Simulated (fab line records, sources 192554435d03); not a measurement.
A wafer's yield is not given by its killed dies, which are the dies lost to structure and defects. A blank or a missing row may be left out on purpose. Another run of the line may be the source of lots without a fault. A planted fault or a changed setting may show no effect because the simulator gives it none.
Which tool is to blame? -- flow n5_finfet -- 24 lots with 72 wafers sampled at 3 steps, on a route of 1938 steps

== WHAT THE GAUGES READ, wafer by wafer ==
N5_BEOL_M5_INSPECT_13: inspects for defects (brightfield).
lot,measured,on,raw_defect_count
L074,day 7 22:20,defect_inspect-01,421 382 408
L075,day 8 12:41,defect_inspect-01,328 408 327
L076,day 8 14:46,defect_inspect-01,399 329 293
L077,day 8 18:29,defect_inspect-01,295 377 343
L078,day 9 00:50,defect_inspect-02,422 388 418
L079,day 9 08:59,defect_inspect-02,458 306 527
L080,day 9 16:12,defect_inspect-02,425 492 540
L082,day 10 00:16,defect_inspect-01,366 527 444
L081,day 10 02:54,defect_inspect-02,442 464 426
L083,day 10 04:08,defect_inspect-02,501 428 460
L084,day 10 05:11,defect_inspect-02,448 469 671
L085,day 10 21:02,defect_inspect-01,334 377 317
L086,day 11 04:21,defect_inspect-01,527 426 344
L088,day 11 07:25,defect_inspect-01,259 330 376
L087,day 11 07:55,defect_inspect-01,423 424 492
L089,day 12 03:28,defect_inspect-02,429 365 304
L090,day 12 08:29,defect_inspect-02,485 531 656
L091,day 12 11:35,defect_inspect-01,554 365 457
L093,day 12 14:14,defect_inspect-02,375 331 328
L092,day 12 15:08,defect_inspect-01,336 307 502
L094,day 13 03:20,defect_inspect-02,363 546 374
L095,day 13 05:52,defect_inspect-02,530 428 518
L097,day 13 17:59,defect_inspect-01,395 407 285
L096,day 13 18:43,defect_inspect-02,526 493 573

N5_BEOL_M5_OVL_MEAS_29.
lot,measured,on,V4_OVL (nm)
L074,day 7 23:17,overlay-02,0.2 0.0 0.0
L075,day 8 13:29,overlay-02,1.3 0.9 0.3
L076,day 8 16:20,overlay-02,-0.4 0.4 -0.1
L077,day 9 00:44,overlay-02,0.3 0.8 -0.1
L078,day 9 01:47,overlay-02,-0.3 0.3 0.1
L079,day 9 09:50,overlay-01,-0.7 1.0 -0.1
L080,day 9 17:08,overlay-01,-0.9 -0.2 -0.1
L082,day 10 02:11,overlay-01,0.5 -0.3 0.0
L081,day 10 04:29,overlay-02,0.1 0.6 -0.1
L083,day 10 05:28,overlay-02,1.0 0.1 0.4
L084,day 10 06:17,overlay-01,-1.0 0.5 0.6
L085,day 10 22:31,overlay-02,2.0 1.0 0.6
L086,day 11 06:41,overlay-01,0.9 0.0 1.4
L088,day 11 08:29,overlay-01,-1.0 -0.3 -1.0
L087,day 11 08:56,overlay-01,-0.3 0.1 -1.1
L089,day 12 04:25,overlay-01,0.9 1.1 0.2
L090,day 12 13:14,overlay-02,0.2 0.2 -0.1
L091,day 12 13:17,overlay-01,-0.6 -1.0 -0.6
L093,day 12 16:42,overlay-01,1.7 0.5 0.4
L092,day 12 16:29,overlay-02,0.1 -0.5 0.8
L094,day 13 04:10,overlay-02,-0.2 -0.5 0.2
L095,day 13 06:40,overlay-02,-0.1 0.6 -0.4
L097,day 13 19:56,overlay-02,-0.4 0.8 0.1
L096,day 13 20:01,overlay-01,0.5 -1.4 -0.1

== WHICH TOOL RAN EACH LOT (tool, then ch and the chambers of the sampled wafers, then the start) ==
lot,N5_BEOL_M5_DESCUM_16
L074,"rie_diel-03 ch 0,1,3, day 7 22:22"
L075,"rie_diel-06 ch 0,2,3, day 8 12:43"
L076,"rie_diel-06 ch 2,3, day 8 14:48"
L077,"rie_diel-03 ch 2,3, day 8 18:34"
L078,"rie_diel-03 ch 0,1,2, day 9 01:00"
L079,"rie_diel-06 ch 1,2, day 9 09:01"
L080,"rie_diel-05 ch 1,2,3, day 9 16:14"
L082,"rie_diel-05 ch 0,1,3, day 10 00:18"
L081,"rie_diel-03 ch 0,1, day 10 03:10"
L083,"rie_diel-06 ch 1,2,3, day 10 04:31"
L084,"rie_diel-05 ch 0,1, day 10 05:19"
L085,"rie_diel-06 ch 0,1,2, day 10 21:07"
L086,"rie_diel-03 ch 0,1,3, day 11 04:56"
L088,"rie_diel-05 ch 0,1,2, day 11 07:28"
L087,"rie_diel-06 ch 0,3, day 11 07:56"
L089,"rie_diel-03 ch 0,1,2, day 12 03:31"
L090,"rie_diel-05 ch 0,1,2, day 12 08:32"
L091,"rie_diel-03 ch 0,1,3, day 12 12:03"
L093,"rie_diel-05 ch 2,3, day 12 14:16"
L092,"rie_diel-06 ch 0,1, day 12 15:10"
L094,"rie_diel-05 ch 0,1,3, day 13 03:22"
L095,"rie_diel-03 ch 0,2, day 13 05:54"
L097,"rie_diel-03 ch 0,1, day 13 18:01"
L096,"rie_diel-06 ch 0,2,3, day 13 18:46"
- N5_BEOL_M5_DESCUM_16: chemistry O2, time 7 s.

== AS READ BY THE TOOLS THEMSELVES (means over the sampled wafers that have a number; for cases with no such wafer, the mark the record gives instead) ==
N5_BEOL_M5_DESCUM_16.
lot,tool,bias_power_w (W),drypump_motor_current_A (A),oes_product_au (a.u.),rf_vpp_V (V),showerhead_plenum_p_Torr (Torr),temp_c (C),throttle_valve_pct (%)
L074,rie_diel-03,20.01,5.2,0.75,243.8,2.15,40.12,20.35
L075,rie_diel-06,20.01,6.0,0.81,241.8,2.05,40.04,20.54
L076,rie_diel-06,20.05,6.4,0.84,243.4,2.09,40.09,20.37
L077,rie_diel-03,20.05,5.0,0.88,243.7,2.09,39.86,20.15
L078,rie_diel-03,20.01,5.1,0.78,243.7,2.12,39.99,20.23
L079,rie_diel-06,20.00,5.6,0.78,242.7,2.05,40.12,20.69
L080,rie_diel-05,19.98,5.7,0.80,243.9,2.16,39.99,20.53
L082,rie_diel-05,19.95,5.4,0.82,244.1,2.16,39.99,20.33
L081,rie_diel-03,20.02,5.2,0.70,243.4,2.16,40.13,20.43
L083,rie_diel-06,19.98,5.9,0.82,242.5,2.08,40.12,20.49
L084,rie_diel-05,20.02,5.4,0.82,243.8,2.13,39.92,20.25
L085,rie_diel-06,20.02,5.5,0.77,243.0,2.04,39.97,20.67
L086,rie_diel-03,20.03,5.2,0.73,243.6,2.14,40.00,20.39
L088,rie_diel-05,20.03,5.6,0.88,243.1,2.11,39.84,20.34
L087,rie_diel-06,20.02,6.3,0.82,242.9,2.08,39.97,20.36
L089,rie_diel-03,20.04,5.1,0.75,243.8,2.12,39.89,20.28
L090,rie_diel-05,19.96,5.6,0.86,244.0,2.11,39.92,20.35
L091,rie_diel-03,20.04,5.2,0.72,243.9,2.13,39.88,20.41
L093,rie_diel-05,20.03,5.6,0.80,243.6,2.13,40.00,20.44
L092,rie_diel-06,19.99,5.4,0.77,241.8,2.04,40.06,20.64
L094,rie_diel-05,20.06,5.4,0.78,243.3,2.15,39.96,20.37
L095,rie_diel-03,20.03,5.1,0.74,244.6,2.12,39.99,20.31
L097,rie_diel-03,20.02,5.2,0.67,245.0,2.15,40.04,20.47
L096,rie_diel-06,20.04,6.0,0.76,242.0,2.04,40.04,20.60

== THE ANSWER, worked out from the rows above alone ==
Rule: what is usual is taken from the lots themselves. The widest of any qualifying gaps counts: lots, ordered by their means at a reading, are off when they make up no more than a third of the lots, leave a main group of 4 or more, and stand apart from it by 3 or more times the standard deviation of that group's means. If all means in a main group match to the digits the tables above print for the reading, that group is not used. A lot without any number at a reading at which 4 lots or more have one is off too. All remaining lots with rows at the step are treated as sound. The gauges are gone through in route order, then the tools' own readings, and for those a lot's mean is taken as printed above. At the first step where some lot is off, the reading lying furthest off is the one used; lots without a number count as furthest.
No lot is off on any of the readings shown, so nothing can be concluded from this.

== WHAT THE SIMULATOR PUT IN ==
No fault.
